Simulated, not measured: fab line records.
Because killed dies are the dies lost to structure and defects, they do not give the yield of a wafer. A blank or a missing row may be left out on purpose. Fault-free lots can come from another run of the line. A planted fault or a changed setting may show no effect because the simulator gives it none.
Chamber matching    flow n5 finfet    rie diel-01 running N5_DUMMY_GATE_STRIP_41: 4 sister chambers
The step strips in O2. 14 wafers are shown with their chamber, then 7 later ones without.

WAFERS PAIRED WITH THEIR CHAMBERS
wafer   chamber  showerhead plenum p Torr (Torr)  drypump motor current A (A)  throttle valve pct (%)
L075.1  2        2.20                             6.1                          16.42
L075.4  1        1.99                             5.3                          16.64
L075.6  3        2.02                             6.0                          17.19
L079.1  1        1.99                             5.3                          16.66
L079.2  2        2.20                             6.1                          16.44
L079.3  0        2.11                             6.4                          16.55
L088.1  2        2.19                             6.1                          16.47
L088.2  0        2.11                             6.4                          16.55
L088.5  0        2.11                             6.4                          16.57
L089.1  0        2.11                             6.4                          16.58
L089.4  2        2.19                             6.1                          16.47
L089.6  0        2.11                             6.4                          16.56
L094.1  2        2.19                             6.1                          16.48
L094.2  3        2.01                             6.1                          17.26

SIGNATURES (averages over the wafers above)
reading                   chamber 0  chamber 1  chamber 2  chamber 3  scatter within a chamber
showerhead plenum p Torr  2.1100     1.9900     2.1940     2.0150     0.00412
drypump motor current A   6.400      5.300      6.100      6.050      0.0224
throttle valve pct        16.5620    16.6500    16.4560    17.2250    0.0242
Rule: distance of a wafer from a chamber = root of the sum over the readings of ((wafer's reading minus chamber's mean) / reading's scatter) squared. The wafer belongs to the nearest chamber; if the next one is less than 2 further off, it can't be placed. The scatter: take each reading less its chamber's mean, square it, sum over the shown wafers, divide by the number of wafers less the number of chambers, and take the root.

WAFERS WITHOUT THEIR CHAMBER
wafer   showerhead plenum p Torr (Torr)  drypump motor current A (A)  throttle valve pct (%)
L094.5  2.10                             6.4                          16.58
L096.1  2.19                             6.1                          16.47
L096.2  2.01                             6.1                          17.26
L096.6  2.19                             6.1                          16.48
L097.1  2.10                             6.4                          16.61
L097.3  1.98                             5.3                          16.71
L097.5  2.01                             6.0                          17.27

EACH ONE'S CHAMBER
wafer   from the rows above  in truth
L094.5  0                    0
L096.1  2                    2
L096.2  3                    3
L096.6  2                    2
L097.1  0                    0
L097.3  1                    1
L097.5  3                    3
Correctly placed: 7 of 7. Number that these rows cannot place: 0. 0 placed wrongly.
